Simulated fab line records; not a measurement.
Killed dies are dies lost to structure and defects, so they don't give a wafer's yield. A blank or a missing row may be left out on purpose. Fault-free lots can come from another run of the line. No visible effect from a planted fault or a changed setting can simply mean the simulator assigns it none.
Struck lot and sound lot, side by side | flow n5Finfet | 14 steps out of a route of 1938
Sound: these wafers, L584.1, L584.5, L584.6. Wafers L577.1, L577.3, L577.4 were the ones struck. At the end, the cause is stated.
Each step with rows lists, per side, the tool, then ch with its chambers, then its first start. Under that, the readings that differ: sound wafers | struck wafers | difference of the means | sigmas: that difference in standard deviations of wafers without a fault.
alike: a reading whose means differ by less than 2 such deviations, as well as words and numbers matching on both sides. not compared: withheld readings; readings where some wafer has no value; bounds like >300 that might hide an equal value; numbers whose values overlap and for which the record gives no deviation.
A row with sigmas, a row that says differs or no value, or rows on one side alone: a step with any of these is where the two part. Numbers that don't overlap but have no deviation are shown without sigmas and don't part them. A reading that every wafer of one side lacks parts them only if that side has two wafers or more.

N5_BEOL_M1_STRIP_66: strips in CF4.
  sound on rieDiel-03 ch 0,3, day 11 03:39; struck on rieDiel-05 ch 0,1,3, day 9 14:04
  alike: cf4FlowSccm, drypumpMotorCurrentA, oesProductAu, rfVppV, showerheadPlenumPTorr, throttleValvePct
  not compared: rfHoursCounterH
N5_BEOL_M1_HM_OPEN_17: chemistry Cl2/BCl3, target TiN, target depth 20 nm, overetch 6 nm.
  sound on rieMetal-01 ch 0,1, day 11 03:42; struck on rieMetal-03 ch 0,1, day 9 14:07
  alike: drypumpMotorCurrentA, oesProductAu, throttleValvePct
  not compared: rfHoursCounterH
N5_BEOL_M1_STRIP_19: strips in O2.
  sound on rieDiel-05 ch 2,3, day 11 03:49; struck on rieDiel-05 ch 0,2,3, day 9 14:15
  alike: drypumpMotorCurrentA, oesProductAu, rfVppV, showerheadPlenumPTorr, throttleValvePct
  not compared: rfHoursCounterH
N5_BEOL_M1_CD_MEAS_18: pitch 36 nm, target cd 18 nm.
  sound: cdSem-02 at day 11 03:53; struck: cdSem-03 at day 9 14:19
  alike: cdNm
then, 8 steps without rows for these wafers: N5_BEOL_M1_COAT_67 (time 60 s, resist thk 60 nm); N5_BEOL_M1_COAT_68 (time 60 s, resist thk 12 nm); N5_BEOL_M1_COAT_76 (time 60 s, resist thk 5 nm); N5_BEOL_M1_COAT_22 (resist thk 30 nm); N5_BEOL_M1_EBR_24; N5_BEOL_M1_SOFTBAKE_23 (time 60 s); N5_BEOL_M1_EXPOSE_25 (exposes mask V0, defocus 5 nm, target cd 24 nm); N5_BEOL_M1_PEB_26 (peb time 60 s).
N5_BEOL_M1_DEVELOP_27: develop time 30 s.
  struck on lithoTrack-05, day 9 14:35; sound on lithoTrack-03 ch 0, day 11 04:08
  no value came back on the struck wafers for chillPlateTempC (C), developTimeS (s); on the sound wafers chillPlateTempC (C) reads 23.09 23.08 23.04
reading                                     | sound          | struck     | difference | sigmas
model.CAR-EUV_of_BEOL_M1_COAT_22.thkNm (nm) | 29.6 29.4 29.4 | 30 30.2 30 | +1         | 
N5_BEOL_M1_CD_MEAS_28: target cd y 23.3 nm.
  sound on cdSem-02 ch 0, day 11 04:12; struck on cdSem-02 ch 0, day 9 14:38
reading   | sound             | struck | difference                    | sigmas
cdNm (nm) | 23.40 24.11 23.85 | - - -  | no value on the struck wafers | 

## WHERE THEY PART
Earliest at N5_BEOL_M1_DEVELOP_27; latest, in this record, at N5_BEOL_M1_CD_MEAS_28.

WHY: what had been put in by the simulator
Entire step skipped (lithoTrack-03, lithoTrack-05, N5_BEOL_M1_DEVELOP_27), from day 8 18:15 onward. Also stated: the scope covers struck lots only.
